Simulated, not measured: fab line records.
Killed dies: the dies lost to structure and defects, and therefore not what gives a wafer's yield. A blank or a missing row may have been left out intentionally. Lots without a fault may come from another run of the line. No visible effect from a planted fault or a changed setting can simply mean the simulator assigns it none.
Which tool was responsible? | flow nand_harc | 24 lots with 72 wafers sampled at 6 steps, on a route of 1302 steps

WHAT THE GAUGES SHOWED, per wafer
NHARC_A_CONTACT_CD_MEAS_69: the cd target is 300 nm.
lot  | measured     | on        | cd_nm (nm)
L074 | day 21 16:31 | cd_sem-01 | 300.2 300.0 300.2
L075 | day 22 09:45 | cd_sem-02 | 299.5 300.7 300.3
L076 | day 22 18:33 | cd_sem-03 | 299.2 300.5 300.3
L077 | day 23 08:58 | cd_sem-03 | 299.0 300.1 299.3
L078 | day 23 09:33 | cd_sem-01 | 299.1 300.5 299.4
L080 | day 23 23:39 | cd_sem-02 | 299.2 300.6 299.1
L079 | day 24 11:10 | cd_sem-01 | 300.2 299.7 300.0
L081 | day 25 11:30 | cd_sem-02 | 300.5 299.8 300.0
L082 | day 25 15:16 | cd_sem-02 | 299.9 300.2 300.6
L083 | day 25 22:17 | cd_sem-03 | 299.4 300.9 300.0
L084 | day 26 09:28 | cd_sem-03 | 300.1 301.4 301.5
L085 | day 26 13:45 | cd_sem-01 | 299.3 299.9 299.4
L086 | day 26 20:34 | cd_sem-03 | 301.1 300.8 300.1
L088 | day 27 11:20 | cd_sem-02 | 299.4 300.1 301.0
L087 | day 27 16:16 | cd_sem-03 | 299.5 299.6 301.0
L089 | day 27 18:56 | cd_sem-03 | 299.1 301.0 300.4
L091 | day 28 02:32 | cd_sem-02 | 300.3 300.5 298.9
L090 | day 28 03:14 | cd_sem-03 | 299.7 299.4 300.4
L092 | day 29 16:37 | cd_sem-01 | 301.0 299.7 299.9
L093 | day 29 17:20 | cd_sem-03 | 299.3 300.6 300.2
L094 | day 30 03:15 | cd_sem-03 | 301.0 300.6 299.9
L095 | day 30 07:23 | cd_sem-02 | 301.1 301.2 299.9
L096 | day 31 07:27 | cd_sem-02 | 299.9 299.1 300.6
L097 | day 31 16:38 | cd_sem-03 | 299.1 299.0 300.3

WHICH TOOL RAN EACH LOT (tool, then ch and the chambers of the sampled wafers, then the start)
lot  | NHARC_A_SLIT_ETCH_17             | NHARC_A_WL_FILL_ALD_00           | NHARC_A_CONTACT_ETCH_122             | NHARC_A_CONTACT_ETCH_123             | NHARC_A_CONTACT_ETCH_102
L074 | har_etch-01 ch 0,1, day 19 13:36 | ald_hk-04 ch 2,3, day 20 01:56   | har_cap_etch-02 ch 0,1, day 21 07:37 | har_cap_etch-02 ch 0,1, day 21 07:47 | rie_diel-12 ch 1,3, day 21 09:22
L075 | har_etch-02 ch 0,1, day 20 08:27 | ald_hk-02 ch 0,3, day 20 20:11   | har_cap_etch-03 ch 0,1, day 22 03:04 | har_cap_etch-03 ch 0,1, day 22 03:14 | rie_diel-12 ch 0,2,3, day 22 04:44
L076 | har_etch-01 ch 0,1, day 20 17:32 | ald_hk-02 ch 1,3, day 21 05:19   | har_cap_etch-02 ch 0, day 22 12:15   | har_cap_etch-02 ch 0, day 22 12:25   | rie_diel-12 ch 0,1,2, day 22 13:55
L077 | har_etch-01 ch 0,1, day 21 10:26 | ald_hk-04 ch 1,2, day 21 22:37   | har_cap_etch-01 ch 0,1, day 23 01:59 | har_cap_etch-01 ch 0,1, day 23 02:09 | rie_diel-01 ch 1,2,3, day 23 03:38
L078 | har_etch-02 ch 0,1, day 21 12:47 | ald_hk-04 ch 0,2,3, day 21 22:27 | har_cap_etch-03 ch 0,1, day 23 02:48 | har_cap_etch-03 ch 0,1, day 23 03:05 | rie_diel-12 ch 0,1,3, day 23 04:24
L080 | har_etch-01 ch 0,1, day 22 03:13 | ald_hk-04 ch 0,1,2, day 22 13:41 | har_cap_etch-02 ch 0,1, day 23 17:28 | har_cap_etch-02 ch 0,1, day 23 17:46 | rie_diel-12 ch 1,2, day 23 19:04
L079 | har_etch-01 ch 0,1, day 22 13:38 | ald_hk-03 ch 0,1,3, day 23 00:46 | har_cap_etch-01 ch 0,1, day 24 04:50 | har_cap_etch-01 ch 0,1, day 24 05:04 | rie_diel-07 ch 0,2, day 24 06:28
L081 | har_etch-01 ch 0,1, day 23 07:28 | ald_hk-03 ch 2,3, day 23 19:15   | har_cap_etch-03 ch 0,1, day 25 05:17 | har_cap_etch-03 ch 0,1, day 25 05:28 | rie_diel-12 ch 0,2,3, day 25 06:58
L082 | har_etch-02 ch 0,1, day 23 10:58 | ald_hk-02 ch 0,2,3, day 23 22:39 | har_cap_etch-02 ch 0,1, day 25 06:11 | har_cap_etch-02 ch 0,1, day 25 06:21 | rie_diel-12 ch 0,1,2, day 25 07:51
L083 | har_etch-01 ch 0,1, day 24 01:23 | ald_hk-02 ch 0,1,3, day 24 11:56 | har_cap_etch-03 ch 0,1, day 25 16:06 | har_cap_etch-03 ch 0,1, day 25 16:23 | rie_diel-07 ch 0,1, day 25 17:46
L084 | har_etch-01 ch 0,1, day 24 08:34 | ald_hk-04 ch 1,3, day 24 20:19   | har_cap_etch-02 ch 0,1, day 26 02:45 | har_cap_etch-02 ch 0,1, day 26 02:55 | rie_diel-12 ch 0,2,3, day 26 04:31
L085 | har_etch-02 ch 0,1, day 24 11:21 | ald_hk-04 ch 0,3, day 25 01:32   | har_cap_etch-03 ch 0,1, day 26 07:17 | har_cap_etch-03 ch 0,1, day 26 07:31 | rie_diel-12 ch 0,1, day 26 09:13
L086 | har_etch-02 ch 0,1, day 24 19:58 | ald_hk-04 ch 1,2, day 25 06:49   | har_cap_etch-02 ch 0,1, day 26 12:10 | har_cap_etch-02 ch 0,1, day 26 12:28 | rie_diel-07 ch 2,3, day 26 13:46
L088 | har_etch-02 ch 0,1, day 25 12:07 | ald_hk-03 ch 1,2, day 25 23:19   | har_cap_etch-02 ch 0, day 27 04:59   | har_cap_etch-02 ch 0, day 27 05:10   | rie_diel-07 ch 0,2,3, day 27 06:49
L087 | har_etch-02 ch 0,1, day 25 15:22 | ald_hk-04 ch 1,2,3, day 26 03:26 | har_cap_etch-03 ch 0,1, day 27 09:44 | har_cap_etch-03 ch 0,1, day 27 09:54 | rie_diel-12 ch 1,2, day 27 11:23
L089 | har_etch-01 ch 0,1, day 25 17:29 | ald_hk-04 ch 0,2,3, day 26 03:32 | har_cap_etch-02 ch 0,1, day 27 10:54 | har_cap_etch-02 ch 0,1, day 27 11:04 | rie_diel-12 ch 0,1,2, day 27 12:35
L091 | har_etch-01 ch 0,1, day 26 04:12 | ald_hk-03 ch 0,1,3, day 26 15:56 | har_cap_etch-02 ch 0,1, day 27 20:13 | har_cap_etch-02 ch 0,1, day 27 20:23 | rie_diel-12 ch 0,2,3, day 27 21:52
L090 | har_etch-02 ch 0,1, day 26 05:19 | ald_hk-02 ch 0,1,2, day 26 15:57 | har_cap_etch-01 ch 0,1, day 27 20:52 | har_cap_etch-01 ch 0,1, day 27 21:02 | rie_diel-12 ch 0,3, day 27 22:32
L092 | har_etch-01 ch 1, day 27 13:26   | ald_hk-02 ch 0,1,3, day 28 05:05 | har_cap_etch-01 ch 0,1, day 29 07:42 | har_cap_etch-01 ch 0,1, day 29 07:52 | rie_diel-07 ch 1,2,3, day 29 09:22
L093 | har_etch-02 ch 0,1, day 27 15:16 | ald_hk-03 ch 1,3, day 28 02:24   | har_cap_etch-03 ch 0,1, day 29 09:14 | har_cap_etch-03 ch 0,1, day 29 09:28 | rie_diel-12 ch 0,2,3, day 29 11:08
L094 | har_etch-02 ch 0,1, day 27 23:56 | ald_hk-04 ch 0,2,3, day 28 11:45 | har_cap_etch-02 ch 1, day 29 19:59   | har_cap_etch-02 ch 1, day 29 20:10   | rie_diel-07 ch 0,1,2, day 29 22:39
L095 | har_etch-01 ch 0,1, day 28 09:08 | ald_hk-03 ch 0,1,3, day 28 21:08 | har_cap_etch-01 ch 0,1, day 30 00:59 | har_cap_etch-01 ch 0,1, day 30 01:10 | rie_diel-12 ch 0,1,3, day 30 02:41
L096 | har_etch-02 ch 0, day 29 09:33   | ald_hk-04 ch 0,1,2, day 29 20:40 | har_cap_etch-02 ch 0, day 31 00:07   | har_cap_etch-02 ch 0, day 31 00:17   | rie_diel-12 ch 0,3, day 31 01:46
L097 | har_etch-01 ch 0, day 29 15:11   | ald_hk-03 ch 0,1,3, day 30 03:01 | har_cap_etch-03 ch 0,1, day 31 09:17 | har_cap_etch-03 ch 0,1, day 31 09:27 | rie_diel-12 ch 1,2, day 31 10:56
- NHARC_A_SLIT_ETCH_17: etches the open film in C4F8/O2/Ar, time 4254.5 s, target depth 20300 nm.
- NHARC_A_WL_FILL_ALD_00: deposits Al2O3, target thk 3 nm, pulse time 3 s, ald cycles 30.
- NHARC_A_CONTACT_ETCH_122: etches the open film in C4F8/O2/Ar, time 190 s, target depth 1850 nm.
- NHARC_A_CONTACT_ETCH_123: etches the open film in C4F8/O2/Ar, time 490 s, target depth 2110 nm.
- NHARC_A_CONTACT_ETCH_102: etches the open film in CF4/O2, target depth 100 nm, overetch 10 nm, time 55 s.

WHAT THE TOOLS THEMSELVES READ (means of the sampled wafers that have a number; where no wafer has one, the mark that the record gives instead)
NHARC_A_SLIT_ETCH_17.
lot  | tool        | drypump_motor_current_A (A) | mfc_ar_sccm (sccm) | showerhead_plenum_p_Torr (Torr) | throttle_valve_pct (%)
L074 | har_etch-01 | 5.3                         | 375.1              | 3.65                            | 32.048
L075 | har_etch-02 | 6.0                         | 375.2              | 3.92                            | 32.040
L076 | har_etch-01 | 5.4                         | 375.8              | 3.64                            | 32.049
L077 | har_etch-01 | 5.5                         | 375.1              | 3.63                            | 32.049
L078 | har_etch-02 | 6.3                         | 374.1              | 3.91                            | 32.049
L080 | har_etch-01 | 5.4                         | 375.7              | 3.63                            | 32.042
L079 | har_etch-01 | 5.5                         | 375.0              | 3.63                            | 32.047
L081 | har_etch-01 | 5.4                         | 374.9              | 3.62                            | 32.046
L082 | har_etch-02 | 6.0                         | 375.2              | 3.89                            | 32.041
L083 | har_etch-01 | 5.5                         | 375.0              | 3.62                            | 32.052
L084 | har_etch-01 | 5.5                         | 375.1              | 3.61                            | 32.047
L085 | har_etch-02 | 6.2                         | 375.0              | 3.89                            | 32.049
L086 | har_etch-02 | 6.0                         | 375.9              | 3.88                            | 32.046
L088 | har_etch-02 | 6.0                         | 375.0              | 3.88                            | 32.048
L087 | har_etch-02 | 6.2                         | 375.1              | 3.87                            | 32.037
L089 | har_etch-01 | 5.4                         | 374.5              | 3.60                            | 32.048
L091 | har_etch-01 | 5.4                         | 375.1              | 3.60                            | 32.049
L090 | har_etch-02 | 6.3                         | 374.9              | 3.87                            | 32.043
L092 | har_etch-01 | 5.6                         | 375.8              | 3.60                            | 32.050
L093 | har_etch-02 | 6.0                         | 373.9              | 3.86                            | 32.053
L094 | har_etch-02 | 6.3                         | 375.3              | 3.85                            | 32.044
L095 | har_etch-01 | 5.5                         | 375.4              | 3.59                            | 32.048
L096 | har_etch-02 | 6.5                         | 376.2              | 3.84                            | 32.052
L097 | har_etch-01 | 5.2                         | 375.1              | 3.57                            | 32.048

NHARC_A_WL_FILL_ALD_00.
lot  | tool      | heater_power_w (W) | precursor_pulse_height_rel
L074 | ald_hk-04 | 492                | 0.994
L075 | ald_hk-02 | 468                | 1.004
L076 | ald_hk-02 | 431                | 1.010
L077 | ald_hk-04 | 437                | 1.009
L078 | ald_hk-04 | 492                | 1.008
L080 | ald_hk-04 | 479                | 0.973
L079 | ald_hk-03 | 457                | 1.006
L081 | ald_hk-03 | 515                | 0.998
L082 | ald_hk-02 | 461                | 0.971
L083 | ald_hk-02 | 456                | 1.003
L084 | ald_hk-04 | 497                | 0.997
L085 | ald_hk-04 | 529                | 0.992
L086 | ald_hk-04 | 457                | 1.002
L088 | ald_hk-03 | 453                | 1.024
L087 | ald_hk-04 | 479                | 0.990
L089 | ald_hk-04 | 493                | 1.016
L091 | ald_hk-03 | 460                | 0.970
L090 | ald_hk-02 | 440                | 1.003
L092 | ald_hk-02 | 454                | 0.990
L093 | ald_hk-03 | 439                | 0.989
L094 | ald_hk-04 | 494                | 0.987
L095 | ald_hk-03 | 461                | 0.997
L096 | ald_hk-04 | 476                | 1.008
L097 | ald_hk-03 | 460                | 0.999

NHARC_A_CONTACT_ETCH_102.
lot  | tool        | drypump_motor_current_A (A) | mfc_ar_sccm (sccm) | oes_product_au (a.u.) | rf_vpp_V (V) | showerhead_plenum_p_Torr (Torr) | throttle_valve_pct (%)
L074 | rie_diel-12 | 6.2                         | 0.000              | 1.007                 | 198.7        | 1.40                            | 13.393
L075 | rie_diel-12 | 5.5                         | 0.010              | 1.006                 | 198.0        | 1.35                            | 13.389
L076 | rie_diel-12 | 5.4                         | 0.010              | 1.002                 | 197.4        | 1.35                            | 13.400
L077 | rie_diel-01 | 5.4                         | 0.008              | 1.007                 | 196.1        | 1.27                            | 13.390
L078 | rie_diel-12 | 5.8                         | 0.010              | 0.999                 | 199.3        | 1.39                            | 13.384
L080 | rie_diel-12 | 5.4                         | 0.000              | 0.992                 | 198.1        | 1.30                            | 13.406
L079 | rie_diel-07 | 5.9                         | 0.005              | 0.983                 | 198.5        | 1.40                            | 13.400
L081 | rie_diel-12 | 5.6                         | 0.010              | 1.006                 | 197.4        | 1.34                            | 13.403
L082 | rie_diel-12 | 5.4                         | 0.010              | 0.994                 | 198.7        | 1.34                            | 13.401
L083 | rie_diel-07 | 5.7                         | 0.006              | 0.986                 | 197.6        | 1.35                            | 13.405
L084 | rie_diel-12 | 5.6                         | 0.010              | 1.008                 | 197.5        | 1.34                            | 13.394
L085 | rie_diel-12 | 5.5                         | 0.020              | 0.988                 | 199.3        | 1.39                            | 13.401
L086 | rie_diel-07 | 5.9                         | 0.006              | 1.008                 | 199.2        | 1.37                            | 13.392
L088 | rie_diel-07 | 5.9                         | 0.004              | 0.993                 | 198.4        | 1.39                            | 13.395
L087 | rie_diel-12 | 5.4                         | 0.000              | 0.993                 | 197.4        | 1.30                            | 13.394
L089 | rie_diel-12 | 5.4                         | 0.010              | 0.996                 | 197.0        | 1.34                            | 13.403
L091 | rie_diel-12 | 5.5                         | 0.010              | 1.003                 | 198.6        | 1.34                            | 13.402
L090 | rie_diel-12 | 6.0                         | 0.010              | 1.011                 | 199.5        | 1.39                            | 13.404
L092 | rie_diel-07 | 5.7                         | 0.007              | 0.990                 | 198.2        | 1.40                            | 13.401
L093 | rie_diel-12 | 5.5                         | 0.010              | 1.016                 | 198.1        | 1.34                            | 13.398
L094 | rie_diel-07 | 5.7                         | 0.008              | 0.988                 | 199.2        | 1.40                            | 13.396
L095 | rie_diel-12 | 5.8                         | 0.010              | 0.995                 | 199.0        | 1.39                            | 13.403
L096 | rie_diel-12 | 5.6                         | 0.020              | 0.998                 | 198.5        | 1.38                            | 13.407
L097 | rie_diel-12 | 5.3                         | 0.000              | 1.000                 | 196.7        | 1.29                            | 13.404

THE ANSWER, worked out from the rows above alone
Rule: usual is defined by the lots themselves. The widest of any qualifying gaps counts: lots, ordered by their means at a reading, are off when they make up no more than a third of the lots, leave a main group of 4 or more, and stand apart from it by 3 or more times the standard deviation of that group's means. A main group is skipped when, at the precision printed for the reading in the tables above, its means are all equal. A lot without any number at a reading at which 4 lots or more have one is off too. The other lots that the step has rows for count as sound. The gauges are gone through in route order, then the tools' own readings, and for those a lot's mean is taken as printed above. At the first step where some lot is off, the reading lying furthest off is the one used; lots without a number count as furthest.
No lot is off at any reading shown: from this, nothing can be told.

WHAT WAS PUT IN BY THE SIMULATOR
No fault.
